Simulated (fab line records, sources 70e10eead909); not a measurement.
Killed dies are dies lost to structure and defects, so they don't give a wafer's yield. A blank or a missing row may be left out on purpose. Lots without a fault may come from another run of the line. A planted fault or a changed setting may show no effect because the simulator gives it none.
Which tool did it? | flow nand_harc | 14 lots, 42 wafers sampled, at 5 steps of a route of 1159

WHAT THE GAUGES READ, wafer by wafer
NHARC_THIN_TSV_THK_MEAS_02: measures by ir.
lot  | measured     | on            | thk_nm (nm)
L169 | day 18 11:50 | film_metro-01 | 3138 3186 3123
L170 | day 18 10:37 | film_metro-01 | 3166 2992 2808
L171 | day 19 05:45 | film_metro-02 | 2922 3013 3072
L174 | day 19 13:04 | film_metro-02 | 3119 2939 2772
L173 | day 19 11:50 | film_metro-02 | 3134 2750 2990
L175 | day 19 18:17 | film_metro-02 | 2704 2687 2570
L179 | day 20 22:54 | film_metro-01 | 2553 2834 2921
L180 | day 21 05:35 | film_metro-02 | 3019 2862 2869
L178 | day 21 10:49 | film_metro-01 | 2915 3201 3069
L183 | day 22 03:34 | film_metro-01 | 2895 2714 2918
L184 | day 22 04:46 | film_metro-01 | 3469 3209 3080
L187 | day 23 07:37 | film_metro-02 | 3043 2578 2946
L191 | day 23 11:13 | film_metro-02 | 3166 3024 3013
L192 | day 24 05:28 | film_metro-01 | 3327 2932 3339

NHARC_END_SORT_01.
lot  | measured     | on        | killed_at_array | killed_at_other | killed_at_periphery | killed_dies | killed_open | killed_short
L183 | day 22 22:39 | prober-01 | 142 30 39       | 0 1 0           | 1 2 1               | 143 33 40   | 0 2 2       | 1 0 2
L184 | day 23 00:20 | prober-02 | 17 21 132       | 0 0 0           | 9 4 7               | 26 25 139   | 5 3 4       | 1 2 2

WHICH TOOL RAN EACH LOT (tool, then ch and the chambers of the sampled wafers, then the start)
lot  | NHARC_A_CONTACT_ETCH_118             | NHARC_THIN_TSV_STRIP_45              | NHARC_THIN_TSV_PVD_51
L169 | har_cap_etch-02 ch 0,1, day 15 22:16 | plasma_asher-02 ch 0,1, day 18 14:01 | pvd_sputter-01, no start
L170 | har_cap_etch-02 ch 1, day 16 07:57   | plasma_asher-02 ch 0, day 18 12:37   | pvd_sputter-02, no start
L171 | har_cap_etch-02 ch 0,1, day 16 23:50 | plasma_asher-02 ch 0,1, day 19 07:55 | pvd_sputter-01, no start
L174 | har_cap_etch-01 ch 0,1, day 17 07:02 | plasma_asher-02 ch 0,1, day 19 15:10 | pvd_sputter-01, no start
L173 | har_cap_etch-03 ch 0,1, day 17 08:53 | plasma_asher-02 ch 0,1, day 19 13:51 | pvd_sputter-03, no start
L175 | har_cap_etch-01 ch 0,1, day 17 11:59 | plasma_asher-01 ch 0,1, day 19 20:16 | pvd_sputter-02, no start
L179 | har_cap_etch-01 ch 0,1, day 18 19:05 | plasma_asher-02 ch 0,1, day 21 01:00 | pvd_sputter-03, no start
L180 | har_cap_etch-01 ch 0,1, day 19 05:55 | plasma_asher-01 ch 0,1, day 21 07:53 | pvd_sputter-01, no start
L178 | har_cap_etch-01 ch 0,1, day 19 09:48 | plasma_asher-02 ch 0,1, day 21 12:58 | pvd_sputter-01, no start
L183 | har_cap_etch-01 ch 0,1, day 19 23:11 | plasma_asher-01 ch 0,1, day 22 05:39 | pvd_sputter-03, day 22 22:39 or earlier
L184 | har_cap_etch-01 ch 0,1, day 20 02:16 | plasma_asher-01 ch 0,1, day 22 06:48 | pvd_sputter-03, day 23 00:20 or earlier
L187 | har_cap_etch-03 ch 0,1, day 21 04:01 | plasma_asher-01 ch 1, day 23 09:44   | pvd_sputter-02, no start
L191 | har_cap_etch-02 ch 1, day 21 10:16   | plasma_asher-01 ch 0,1, day 23 13:18 | pvd_sputter-02, no start
L192 | har_cap_etch-03 ch 0,1, day 22 03:39 | plasma_asher-01 ch 0,1, day 24 07:31 | pvd_sputter-01, no start
- NHARC_A_CONTACT_ETCH_118: etches the open film in C4F8/O2/Ar, time 94 s, target depth 922 nm.
- NHARC_THIN_TSV_STRIP_45: strips in O2.
- NHARC_THIN_TSV_PVD_51: deposits Cu, target thk 100 nm.

WHAT THE TOOLS THEMSELVES READ (means of the sampled wafers that have a number; where no wafer has one, the mark that the record gives instead)
NHARC_THIN_TSV_STRIP_45.
lot  | tool            | drypump_motor_current_A (A) | heater_power_w (W)
L169 | plasma_asher-02 | 5.8                         | 309
L170 | plasma_asher-02 | 5.6                         | 298
L171 | plasma_asher-02 | 6.0                         | 311
L174 | plasma_asher-02 | 6.1                         | 308
L173 | plasma_asher-02 | 5.9                         | 302
L175 | plasma_asher-01 | 6.3                         | 366
L179 | plasma_asher-02 | 5.9                         | 308
L180 | plasma_asher-01 | 6.2                         | 356
L178 | plasma_asher-02 | 5.9                         | 307
L183 | plasma_asher-01 | 6.3                         | 378
L184 | plasma_asher-01 | 6.3                         | 371
L187 | plasma_asher-01 | 6.5                         | 384
L191 | plasma_asher-01 | 6.2                         | 349
L192 | plasma_asher-01 | 6.2                         | 357

NHARC_THIN_TSV_PVD_51.
lot  | tool           | throttle_valve_pct (%)
L169 | pvd_sputter-01 | 31.7
L170 | pvd_sputter-02 | 30.2
L171 | pvd_sputter-01 | 31.5
L174 | pvd_sputter-01 | 30.7
L173 | pvd_sputter-03 | 30.4
L175 | pvd_sputter-02 | 29.4
L179 | pvd_sputter-03 | 29.8
L180 | pvd_sputter-01 | 31.2
L178 | pvd_sputter-01 | 30.8
L183 | pvd_sputter-03 | 29.9
L184 | pvd_sputter-03 | 30.0
L187 | pvd_sputter-02 | 28.9
L191 | pvd_sputter-02 | 29.5
L192 | pvd_sputter-01 | 30.6

THE ANSWER, worked out from the rows above alone
Rule: what is usual is taken from the lots themselves. Put in order of their means at a reading, lots are off if they are a third of the lots or fewer, leave a main group of 4 or more, and stand apart from it by a gap of 3 or more times the standard deviation of the main group's means; of several such gaps the widest counts. A main group whose means are all the same, to the digits that the tables above print for the reading, isn't used. A lot without any number at a reading at which 4 lots or more have one is off too. The other lots that the step has rows for count as sound. The gauges are gone through in route order, then the tools' own readings, and for those a lot's mean is taken as printed above. The first step at which some lot is off is used, and at that step the reading that is off furthest; a lot without a number counts as furthest.
No lot is off at any reading shown: from this, nothing can be told.

WHAT THE SIMULATOR HAD PUT IN
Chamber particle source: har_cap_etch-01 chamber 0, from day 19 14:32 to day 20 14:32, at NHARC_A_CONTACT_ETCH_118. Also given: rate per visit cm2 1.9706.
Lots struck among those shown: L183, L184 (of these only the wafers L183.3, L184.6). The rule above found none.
